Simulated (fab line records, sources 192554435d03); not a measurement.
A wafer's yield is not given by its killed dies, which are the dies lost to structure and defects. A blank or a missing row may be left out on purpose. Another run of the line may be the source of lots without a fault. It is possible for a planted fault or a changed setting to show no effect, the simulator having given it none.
Chamber matching | flow n5_finfet | N5_MOL_CONTACT_COAG_ALD_131 on ald_sin-03: 4 sister chambers
The step deposits SiO2, target thk 5 nm, pulse time 1 s, co reactant pulse time 1 s. 4 wafers are shown with their chamber, then 9 later ones without.

== WAFERS WITH THEIR CHAMBER ==
wafer  | chamber | heater_power_w (W)
L084.1 | 1       | 81
L084.2 | 2       | 78
L086.3 | 0       | 78
L086.5 | 3       | 98

== WAFERS WITH NO CHAMBER GIVEN ==
wafer  | heater_power_w (W)
L089.3 | 80
L089.5 | 81
L089.6 | 81
L092.1 | 80
L092.4 | 92
L092.6 | 82
L093.3 | 81
L093.4 | 93
L093.6 | 95

== WHICH CHAMBER EACH ONE RAN IN ==
wafer  | from the rows above          | in truth
L089.3 | can't be placed: 1 or 0 or 2 | 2
L089.5 | can't be placed: 1 or 0 or 2 | 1
L089.6 | can't be placed: 1 or 0 or 2 | 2
L092.1 | can't be placed: 1 or 0 or 2 | 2
L092.4 | can't be placed: 3 or 1      | 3
L092.6 | can't be placed: 1 or 0 or 2 | 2
L093.3 | can't be placed: 1 or 0 or 2 | 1
L093.4 | 3                            | 3
L093.6 | 3                            | 3
2 of 9 placed correctly. These rows do not allow placing 7 (true chamber among the candidates in 7). Placed wrongly: 0.
How it was worked out, from the rows above alone: a wafer's distance from a chamber is the root of the sum, over the readings, of the square of ((its reading less the chamber's mean) divided by the reading's scatter). The wafer belongs to the nearest chamber; if the next one is less than 2 further off, it can't be placed. A chamber's mean is the mean of its shown wafers. The scatter (one wafer shown for each chamber): square how far every hidden wafer sits from the nearest shown wafer, average those squares and take the square root.
